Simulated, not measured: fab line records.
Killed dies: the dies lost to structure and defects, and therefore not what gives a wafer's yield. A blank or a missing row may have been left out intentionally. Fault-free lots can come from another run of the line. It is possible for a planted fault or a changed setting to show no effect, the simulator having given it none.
Matching of chambers -- flow nand_harc -- NHARC_P_ZERO_WELL_DESCUM_13 on rie_diel-02: 4 sister chambers
The step chemistry O2, time 3 s. 4 wafers are shown with their chamber, then 7 later ones without.

## EACH WAFER AND ITS CHAMBER
wafer,chamber,showerhead_plenum_p_Torr (Torr)
L080.6,1,1.80
L081.1,2,2.02
L086.2,0,1.82
L086.5,3,1.89

## WAFERS WITH NO CHAMBER GIVEN
wafer,showerhead_plenum_p_Torr (Torr)
L086.6,1.82
L090.1,1.80
L090.3,1.82
L090.5,1.82
L093.1,1.82
L093.2,1.89
L093.4,2.01

## WHICH CHAMBER EACH ONE RAN IN
wafer,from the rows above,in truth
L086.6,0,0
L090.1,1,1
L090.3,0,0
L090.5,0,0
L093.1,0,0
L093.2,3,3
L093.4,2,2
Correct placement for 7 of the 7. From these rows, 0 cannot be placed. Number placed wrongly: 0.
How it was worked out, from the rows above alone: a wafer's distance from a chamber is the root of the sum, over the readings, of the square of ((its reading less the chamber's mean) divided by the reading's scatter). If the next closest chamber is less than 2 further off than the closest, the wafer can't be placed; otherwise it belongs to the closest. For every chamber, the mean is computed from those of its wafers that are shown. The scatter: with one shown wafer a chamber, the root of the mean of the squares of how far each hidden wafer lies from its nearest shown one.
